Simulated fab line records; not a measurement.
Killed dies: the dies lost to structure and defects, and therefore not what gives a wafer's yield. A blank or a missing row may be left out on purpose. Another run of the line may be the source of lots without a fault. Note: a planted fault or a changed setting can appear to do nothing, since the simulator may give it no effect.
Comparing a struck lot with a sound one	flow nand-harc	15 steps out of a route of 1302
Sound: these wafers, L737.2, L737.3, L737.4. Struck: wafers L749.4, L749.5, L749.6. The cause is named last.
Order at every step that has rows: each side's tool, ch and its chambers, its first start. Under that, the readings that differ: sound wafers	struck wafers	difference of the means	sigmas: that difference in standard deviations of wafers without a fault.
alike: words and numbers the same on both sides, and readings whose means are apart by under 2 such deviations; not compared: readings that were withheld, readings missing a value for some wafer, numbers with overlapping values and no deviation given by the record, and bounds like >300 which may hide the same value.
Wherever a step has rows on one side only, a row that says differs or no value, or a row with sigmas, the two part there. Numbers that don't overlap but have no deviation are shown without sigmas and don't part them. A reading that every wafer of one side lacks parts them only if that side has two wafers or more.

first, 1 step without rows for these wafers: NHARC_A_CHANNEL_HOLE_D1_SRD_29.
NHARC_A_CHANNEL_HOLE_D1_CD_MEAS_30:
  sound: cd-sem-02 at day 8 16:58; struck: cd-sem-02 at day 13 14:34
  alike: cd-nm
after that, 1 step had no rows for these wafers: NHARC_A_CHANNEL_HOLE_D1_XSEM_31.
NHARC_A_CHANNEL_HOLE_D1_INSPECT_40:
  sound: defect-inspect-01 at day 8 17:11; struck: defect-inspect-01 at day 13 14:44
  alike: raw-defect-count
then, 2 steps without rows for these wafers: NHARC_A_CHANNEL_FILL_D1_PRECLEAN_00 (cleans in SC1); NHARC_A_CHANNEL_FILL_D1_SRD_01.
NHARC_A_CHANNEL_FILL_D1_ALD_02: deposits SiO2, target thk 6 nm, pulse time 10 s, ald cycles 60.
  sound on ald-hk-02 ch 1,2,3, day 8 17:22; struck on ald-hk-03 ch 0,3, day 13 14:59
  alike: heater-power-w, precursor-pulse-height-rel
NHARC_A_CHANNEL_FILL_D1_ALD_03: deposits SiNx, target thk 6 nm, pulse time 60 s, ald cycles 58.
  sound on ald-sin-batch-02 ch 0; struck on ald-sin-batch-03 ch 0
  alike: precursor-pulse-height-rel
then, 1 step without rows for these wafers: NHARC_A_CHANNEL_FILL_D1_ALD_14 (deposits SiO2, target thk 2.5 nm, pulse time 10 s, ald cycles 25).
NHARC_A_CHANNEL_FILL_D1_ALD_15: deposits SiNx, target thk 2 nm, pulse time 60 s, ald cycles 19.
  sound on ald-sin-batch-03 ch 0; struck on ald-sin-batch-01 ch 0
  alike: precursor-pulse-height-rel
NHARC_A_CHANNEL_FILL_D1_ALD_16: deposits SiO2, target thk 1.5 nm, pulse time 10 s, ald cycles 15.
  sound on ald-hk-03 ch 0,1,3, day 9 05:36; struck on ald-hk-03 ch 0,1,2, day 14 00:56
  alike: heater-power-w, precursor-pulse-height-rel
then, 1 step without rows for these wafers: NHARC_A_CHANNEL_FILL_D1_ANNEAL_17 (time 1800 s).
NHARC_A_CHANNEL_FILL_D1_CVD_18: deposits poly-Si, target thk 3 nm.
  sound on lpcvd-poly-01 ch 0, day 9 15:22; struck on lpcvd-poly-01 ch 0, day 14 12:55
  alike: spike-tc-top-C
NHARC_A_CHANNEL_FILL_D1_ETCHBACK_19: etches the open film in HBr/Cl2, target depth 5 nm, time 1.7 s.
  sound on rie-si-06 ch 1,2,3, day 9 17:26; struck on rie-si-06 ch 1,2, day 14 15:19
  alike: drypump-motor-current-A, he-backside-leak-sccm, oes-product-au, throttle-valve-pct
  not compared: rf-hours-counter-h
-- break in the record here, with 14 days between the starts of the struck wafers on either side (left off in module A_CHANNEL_FILL_D1, picked up again in module END, where the first step shown is number 1302 on the route) --
NHARC_END_SORT_01:
  only the struck wafers appear in the record here, on prober-02 ch 0 at day 28 22:55; the sound ones have no rows

== WHERE THEY PART ==
Only at NHARC_END_SORT_01, as far as this record shows.

WHY: whatever the simulator had introduced
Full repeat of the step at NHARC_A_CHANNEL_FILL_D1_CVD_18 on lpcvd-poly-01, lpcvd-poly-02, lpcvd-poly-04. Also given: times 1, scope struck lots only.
